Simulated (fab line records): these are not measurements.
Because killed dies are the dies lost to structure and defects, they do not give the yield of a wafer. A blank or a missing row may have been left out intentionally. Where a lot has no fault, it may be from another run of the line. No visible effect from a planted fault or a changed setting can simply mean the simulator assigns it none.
8D (eight disciplines) problem report, filled in by code :: flow nand_harc :: the parts of the form that need people (team, actions taken, sign-off) are left out

1. THE PROBLEM
Mean of heater_power_total_W at NHARC_A_CHANNEL_HOLE_D1_SOFTBAKE_05: 323.38 W across 6 wafers in 2 lots; on wafers with no fault it is 188.45 W (standard deviation 0.14). That is +99 or more standard deviations from the usual mean.
The step: time 55 s.
First observed at day 11 03:00: wafer L250.1, on litho_track-06. The record has a number at this step for 18 wafers belonging to 6 lots. The rule behind "out" and "out of limits": a value lying over 4 standard deviations away from the usual mean. The other wafers with a number count as sound.

2. WHAT IT IS AND WHAT IT IS NOT
question: which readings at this step
is: heater_power_total_W
is not: -

question: which lots
is: L250, L252
is not: L245, L246, L258, L259

question: which wafers of those lots
is: all that have a number
is not: -

question: read on which tools
is: litho_track-06
is not: litho_track-01, litho_track-04

question: when
is: from day 11 03:00
is not: up to then (6 sound wafers); but 6 sound wafers of L258, L259 came after

3. THE SUSPECTS, EACH WITH WHAT RULES IT OUT
Counting: a tool at a process step up to the reading stays a suspect if it ran every lot that is out and no sound lot after the first of them.
- acl_dep-03 at NHARC_A_CHANNEL_HOLE_D1_DEP_00 (deposits aC, target thk 3100 nm): kept. It ran every lot that is out, first L250 (day 11 01:26), and no sound lot after that; its last sound lot up to then is L246 (day 9 13:42).
- pecvd-03 at NHARC_A_CHANNEL_HOLE_D1_DEP_01 (deposits SiON, target thk 140 nm): ruled out as a lasting fault. Following L250 (day 11 03:24), the first lot on it that is out, the sound lots L258 were run on it.
- litho_track-06 at NHARC_A_CHANNEL_HOLE_D1_SOFTBAKE_05 (time 55 s): kept. It ran every lot that is out, first L250 (day 11 03:00), and no sound lot after that; its last sound lot up to then is L246 (day 9 15:00). On those wafers its own readings are out: heater_power_total_W.
Remaining after the count are acl_dep-03 at NHARC_A_CHANNEL_HOLE_D1_DEP_00 and litho_track-06 at NHARC_A_CHANNEL_HOLE_D1_SOFTBAKE_05.

4. THE CAUSE (what the simulator had put in)
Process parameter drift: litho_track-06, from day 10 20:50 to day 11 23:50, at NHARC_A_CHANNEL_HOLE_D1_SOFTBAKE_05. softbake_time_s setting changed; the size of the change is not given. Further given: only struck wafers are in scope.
Counting left 2 suspects, and this tool is among them.

5. SEQUENCE OF EFFECTS, ordered by route
One row per reading whose mean, taken over the struck wafers that have a number, lies over 3 standard deviations from the usual. Readings are gone through only where the record gives a usual standard deviation; hours: the median, over the lots, of the time from a lot's start at the first step in this table giving one to that lot's start at this step; sigmas: the change measured in usual standard deviations.
hours: 0
step: NHARC_A_CHANNEL_HOLE_D1_SOFTBAKE_05
reading: heater_power_total_W
usual: 188.45 W
on struck wafers: 323.38
change: +134.93
sigmas: +99 or more
The process steps in it:
- NHARC_A_CHANNEL_HOLE_D1_SOFTBAKE_05: time 55 s.
Later measuring or inspecting steps at which every struck wafer that the step has a row for has a number for every such reading, and none has moved that far: NHARC_END_SORT_01.

6. WHAT WOULD HAVE CAUGHT IT SOONER
In this record the first reading out of limits was taken at day 11 03:00, 6 hours after the fault began at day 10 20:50.
